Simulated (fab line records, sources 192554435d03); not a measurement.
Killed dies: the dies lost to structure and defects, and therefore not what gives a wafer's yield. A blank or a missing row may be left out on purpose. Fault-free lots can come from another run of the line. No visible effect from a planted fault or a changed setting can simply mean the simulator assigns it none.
Matching of chambers | flow n5 finfet | cmp-02 running N5_HKMG_FIN_CMP_94: 4 sister chambers
The step polishes, stops on SiNx, t overpolish 4.7 s, target thk 43.299 nm. 8 wafers are shown with their chamber, then 8 later ones without.

## WAFERS, EACH WITH ITS CHAMBER
wafer  | chamber | motor current A (A) | slurry flow ml min
L079.5 | 0       | 11.1                | 150.5
L091.1 | 2       | 12.5                | 150.3
L091.3 | 3       | 13.5                | 149.6
L091.6 | 2       | 12.5                | 150.1
L093.3 | 1       | 10.9                | 150.3
L093.5 | 0       | 11.2                | 149.8
L093.6 | 3       | 13.3                | 150.0
L094.2 | 1       | 11.2                | 150.1

## WAFERS WITH NO CHAMBER GIVEN
wafer  | motor current A (A) | slurry flow ml min
L094.5 | 12.1                | 149.4
L094.6 | 12.9                | 150.3
L096.4 | 12.7                | 149.5
L096.5 | 12.2                | 149.8
L096.6 | 10.9                | 150.2
L097.1 | 11.1                | 150.2
L097.2 | 12.4                | 150.7
L097.6 | 11.6                | 149.7

## THE CHAMBER EACH PASSED THROUGH
wafer  | from the rows above     | in truth
L094.5 | 2                       | 2
L094.6 | can't be placed: 2 or 3 | 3
L096.4 | 2                       | 2
L096.5 | 2                       | 2
L096.6 | can't be placed: 1 or 0 | 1
L097.1 | can't be placed: 1 or 0 | 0
L097.2 | 2                       | 2
L097.6 | can't be placed: 0 or 1 | 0
Correct placement for 4 of the 8. Can't be placed from these rows: 4 (the true chamber is among the candidates in 4). Placed wrongly: 0.
How it was worked out, from the rows above alone: a wafer's distance from a chamber is the root of the sum, over the readings, of the square of ((its reading less the chamber's mean) divided by the reading's scatter). If the next closest chamber is less than 2 further off than the closest, the wafer can't be placed; otherwise it belongs to the closest. A chamber's mean is the mean of its shown wafers. The scatter is the square root of a quotient: the sum, over the shown wafers, of each reading's squared deviation from its chamber's mean, divided by wafers minus chambers.
